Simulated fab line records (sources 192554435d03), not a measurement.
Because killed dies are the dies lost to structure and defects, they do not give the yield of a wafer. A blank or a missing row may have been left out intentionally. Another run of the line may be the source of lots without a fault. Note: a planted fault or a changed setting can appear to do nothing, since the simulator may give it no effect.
Chamber matching / flow n5Finfet / N5_FIN_SAQP_ALD_61 on aldSin-03: 4 sister chambers
The step deposits SiO2, target thk 4 nm, pulse time 1 s, purge time 2 s. 8 wafers are shown with their chamber, then 12 later ones without.

## EACH WAFER AND ITS CHAMBER
wafer=L080.5; chamber=3; heaterPowerW (W)=512; precursorPulseHeightRel=0.961
wafer=L088.6; chamber=3; heaterPowerW (W)=499; precursorPulseHeightRel=0.993
wafer=L089.3; chamber=0; heaterPowerW (W)=427; precursorPulseHeightRel=1.045
wafer=L091.4; chamber=0; heaterPowerW (W)=432; precursorPulseHeightRel=0.972
wafer=L091.6; chamber=2; heaterPowerW (W)=544; precursorPulseHeightRel=0.952
wafer=L092.1; chamber=1; heaterPowerW (W)=440; precursorPulseHeightRel=0.983
wafer=L092.2; chamber=2; heaterPowerW (W)=565; precursorPulseHeightRel=1.012
wafer=L092.3; chamber=1; heaterPowerW (W)=435; precursorPulseHeightRel=0.988

## WAFERS WITH NO CHAMBER GIVEN
wafer=L094.1; heaterPowerW (W)=449; precursorPulseHeightRel=1.028
wafer=L094.4; heaterPowerW (W)=439; precursorPulseHeightRel=0.993
wafer=L094.5; heaterPowerW (W)=543; precursorPulseHeightRel=1.014
wafer=L095.2; heaterPowerW (W)=452; precursorPulseHeightRel=1.013
wafer=L095.5; heaterPowerW (W)=512; precursorPulseHeightRel=0.973
wafer=L095.6; heaterPowerW (W)=556; precursorPulseHeightRel=0.994
wafer=L096.2; heaterPowerW (W)=516; precursorPulseHeightRel=0.977
wafer=L096.4; heaterPowerW (W)=441; precursorPulseHeightRel=0.974
wafer=L096.5; heaterPowerW (W)=548; precursorPulseHeightRel=0.996
wafer=L097.3; heaterPowerW (W)=452; precursorPulseHeightRel=0.972
wafer=L097.4; heaterPowerW (W)=497; precursorPulseHeightRel=1.024
wafer=L097.5; heaterPowerW (W)=447; precursorPulseHeightRel=0.988

## WHICH CHAMBER EACH ONE RAN IN
wafer=L094.1; from the rows above=can't be placed: 1 or 0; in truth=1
wafer=L094.4; from the rows above=can't be placed: 1 or 0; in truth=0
wafer=L094.5; from the rows above=2; in truth=2
wafer=L095.2; from the rows above=can't be placed: 1 or 0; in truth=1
wafer=L095.5; from the rows above=3; in truth=3
wafer=L095.6; from the rows above=2; in truth=2
wafer=L096.2; from the rows above=3; in truth=3
wafer=L096.4; from the rows above=can't be placed: 1 or 0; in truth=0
wafer=L096.5; from the rows above=2; in truth=2
wafer=L097.3; from the rows above=can't be placed: 1 or 0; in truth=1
wafer=L097.4; from the rows above=3; in truth=3
wafer=L097.5; from the rows above=can't be placed: 1 or 0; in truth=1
6 of 12 placed correctly. These rows do not allow placing 6 (true chamber among the candidates in 6). Number placed wrongly: 0.
How it was worked out, from the rows above alone: a wafer's distance from a chamber is the root of the sum, over the readings, of the square of ((its reading less the chamber's mean) divided by the reading's scatter). If the next closest chamber is less than 2 further off than the closest, the wafer can't be placed; otherwise it belongs to the closest. The mean given for a chamber averages the wafers shown for that chamber. The scatter: take each reading less its chamber's mean, square it, sum over the shown wafers, divide by the number of wafers less the number of chambers, and take the root.
